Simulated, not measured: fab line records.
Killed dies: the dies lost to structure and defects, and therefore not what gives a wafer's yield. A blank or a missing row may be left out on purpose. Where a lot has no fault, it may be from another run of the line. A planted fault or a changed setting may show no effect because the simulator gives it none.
Which tool did it?    flow nand-harc    Sampling: 11 lots, 33 wafers, 4 of 1159 route steps

== WHAT THE GAUGES READ, wafer by wafer ==
NHARC_A_CONTACT_INSPECT_71.
lot   measured      on                 raw-defect-count
L077  day 17 04:37  defect-inspect-02  16 27 22
L078  day 17 17:53  defect-inspect-01  21 5 14
L081  day 18 11:28  defect-inspect-02  16 8 16
L084  day 19 03:14  defect-inspect-02  28 39 41
L086  day 19 07:55  defect-inspect-01  10 5 7
L085  day 19 17:10  defect-inspect-01  39 59 51
L089  day 20 08:25  defect-inspect-01  22 30 25
L091  day 20 14:38  defect-inspect-02  37 31 27
L093  day 21 01:58  defect-inspect-02  43 43 40
L094  day 21 08:23  defect-inspect-01  8 19 16
L097  day 23 04:22  defect-inspect-02  38 57 42

== WHICH TOOL RAN EACH LOT (tool, then ch and the chambers of the sampled wafers, then the start) ==
lot   NHARC_A_CONTACT_ETCH_96                        NHARC_A_CONTACT_ETCH_102            NHARC_A_CONTACT_DEP_58
L077  rie-diel-11 ch 0,2,3, day 17 01:01 or earlier  rie-diel-13 ch 0,1,2, day 17 01:01  pecvd-02 ch 0,1,2, day 17 03:54
L078  rie-diel-11 ch 0,1, day 17 14:13               rie-diel-08 ch 0,1,2, day 17 14:36  pecvd-03 ch 0,2, day 17 17:03
L081  rie-diel-11 ch 0,3, day 18 07:51 or earlier    rie-diel-11 ch 0,2, day 18 07:51    pecvd-02 ch 1,2, day 18 10:44
L084  rie-diel-08 ch 1,2, day 18 21:57 or earlier    rie-diel-13 ch 0,2,3, day 18 21:57  pecvd-02 ch 0,1, day 19 02:23
L086  rie-diel-11 ch 0,2,3, day 19 03:50 or earlier  rie-diel-11 ch 1,2,3, day 19 03:50  pecvd-03 ch 1,2, day 19 07:05
L085  rie-diel-13 ch 0,2, day 19 13:23               rie-diel-13 ch 0,2,3, day 19 13:54  pecvd-04 ch 0,1,2, day 19 16:27
L089  rie-diel-08 ch 0,1, day 20 05:19 or earlier    rie-diel-11 ch 1,2,3, day 20 05:19  pecvd-03 ch 0,1, day 20 07:46
L091  rie-diel-11 ch 0,1,3, day 20 10:08 or earlier  rie-diel-11 ch 1,2, day 20 10:08    pecvd-03 ch 0,1, day 20 13:56
L093  rie-diel-13 ch 0,1,3, day 20 18:04 or earlier  rie-diel-11 ch 1,2,3, day 20 18:04  pecvd-02 ch 0,1, day 21 01:05
L094  rie-diel-11 ch 1,2,3, day 21 04:09 or earlier  rie-diel-13 ch 0,1,3, day 21 04:09  pecvd-03 ch 0,1,2, day 21 07:40
L097  rie-diel-08 ch 1,2,3, day 23 01:04 or earlier  rie-diel-11 ch 1,2,3, day 23 01:04  pecvd-04 ch 0,1,2, day 23 03:31
- NHARC_A_CONTACT_ETCH_96: etches the open film in C4F6/O2, target depth 20 nm, time 10 s.
- NHARC_A_CONTACT_ETCH_102: etches the open film in CF4/O2, target depth 70 nm, overetch 7 nm, time 38.5 s.
- NHARC_A_CONTACT_DEP_58: deposits SiON, target thk 60 nm.

== THE ANSWER, worked out from the rows above alone ==
Rule: the usual values come from the lots themselves. The widest of any qualifying gaps counts: lots, ordered by their means at a reading, are off when they make up no more than a third of the lots, leave a main group of 4 or more, and stand apart from it by 3 or more times the standard deviation of that group's means. The tables above print the reading to a certain number of digits; a main group whose means all agree to those digits is not used. A lot without any number at a reading at which 4 lots or more have one is off too. Where the step has rows for the other lots, those lots are counted as sound.
No lot is off on any of the readings shown, so nothing can be concluded from this.

== WHAT HAD BEEN PUT IN BY THE SIMULATOR ==
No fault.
